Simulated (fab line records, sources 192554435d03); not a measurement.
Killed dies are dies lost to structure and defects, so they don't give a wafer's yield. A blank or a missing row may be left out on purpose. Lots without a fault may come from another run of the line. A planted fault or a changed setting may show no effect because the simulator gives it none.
Split-lot experiment | flow n5_finfet | 7 lots, 21 wafers read, on a route of 1938 steps

THE SPLIT
At N5_BEOL_M4_ILD_DEP_00 (deposits SiOC from DEMS/O2, target thk 79 nm, time 15.3 s), the setting time_s was moved away from the recipe's 15.3 s on 9 of the 21 wafers read, by -12.9% to +11.0%. The other wafers ran this setting at the recipe's value.

The file shows no step between the split and the reading.

THE READING
M4_ILD_THK, in nm, at N5_BEOL_M4_THK_MEAS_01. Fault-free wafers of this fab line usually give 78.9 nm, standard deviation 1.1 nm.

wafer  | tool, chamber at the split | time_s as run, s | against the recipe | M4_ILD_THK, nm | against lot-mates on the recipe
L081.2 | pecvd-03, 1,0              | 13.32            | -12.9%             | 70.0           | no lot-mate on the recipe
L081.5 | pecvd-03, 1,0              | 13.32            | -12.9%             | 69.9           | no lot-mate on the recipe
L081.6 | pecvd-03, 1                | 13.32            | -12.9%             | 71.0           | no lot-mate on the recipe
L085.1 | pecvd-03, 2                | 15.3             | recipe             | 78.5           | -
L085.2 | pecvd-03, 1                | 13.41            | -12.4%             | 69.5           | -9.4
L085.6 | pecvd-03, 0                | 15.3             | recipe             | 79.3           | -
L083.2 | pecvd-03, 1                | 15.3             | recipe             | 78.9           | -
L083.4 | pecvd-03, 0                | 13.8             | -9.8%              | 70.4           | -9.7
L083.5 | pecvd-03, 1                | 15.3             | recipe             | 81.3           | -
L086.3 | pecvd-04, 2                | 16.99            | +11.0%             | 86.8           | +6.3
L086.5 | pecvd-04, 0                | 15.3             | recipe             | 80.5           | -
L086.6 | pecvd-04, 2                | 16.99            | +11.0%             | 87.7           | +7.2
L089.3 | pecvd-04, 0                | 13.68            | -10.6%             | 71.6           | -7.3
L089.5 | pecvd-04, 2                | 13.68            | -10.6%             | 71.9           | -7.0
L089.6 | pecvd-04, 1                | 15.3             | recipe             | 78.9           | -
L090.2 | pecvd-02, 0                | 15.3             | recipe             | 78.4           | -
L090.4 | pecvd-02, 2,0              | 15.3             | recipe             | 79.3           | -
L090.6 | pecvd-02, 2,0              | 15.3             | recipe             | 79.2           | -
L096.2 | pecvd-02, 0                | 15.3             | recipe             | 79.9           | -
L096.3 | pecvd-02, 2                | 15.3             | recipe             | 79.1           | -
L096.5 | pecvd-02, 2                | 15.3             | recipe             | 79.9           | -
Where a row lists several chambers, the file gives one row for several wafers and doesn't say which wafer went through which chamber.

THE FIT
A straight line over all 21 wafers: M4_ILD_THK changes by +0.734 nm for each +1% of time_s; r = +0.99; the points scatter about the line by 0.84 nm.
The same after taking each lot's own level away (the mean of its wafers on the recipe; 18 wafers): +0.706 nm for each +1%; r = +0.98; scatter 0.93 nm.
On that fit, the largest move of time_s shifts the reading by 9.1 nm.
The lots' own levels span 78.90 to 80.50 nm, that is 1.5 times the standard deviation above.
So the lot-to-lot level changes the slope little: the two slopes agree.
Check: with one of the wafers moved furthest among these (-12.4%) left out of the fit, the line predicts -8.86 nm for it against its lot-mates. It came out at -9.4 nm against them.

OTHER SPLITS ON THESE WAFERS
These wafers also went through other splits before the reading. Each is held against what the fit with the lots' levels taken away leaves over:
other split on the same wafers   | wafers away from the commonest value | r with M4_ILD_THK (lot level and that fit taken away)
N5_BEOL_M3_CMP_52 down_force_psi | 3                                    | +0.08

THE WHOLE CHAIN: every reading that the file lists as answering this split, in the file's order
step                   | what it does                                              | reading                                                                            | change (the file's fit)               | r (the file's)
N5_BEOL_M4_ILD_DEP_00  | deposits SiOC from DEMS/O2, target thk 79 nm, time 15.3 s | SiOC_of_BEOL_M4_ILD_DEP_00.thk_nm (the simulator's own value, which no gauge read) | +0.751 nm for each +1% of the setting | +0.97
N5_BEOL_M4_THK_MEAS_01 |                                                           | M4_ILD_THK                                                                         | +0.748 for each +1% of the setting    | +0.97

THE FILE'S OWN FIT
M4_ILD_THK changes by +0.748 nm for each +1% of time_s, r = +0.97.
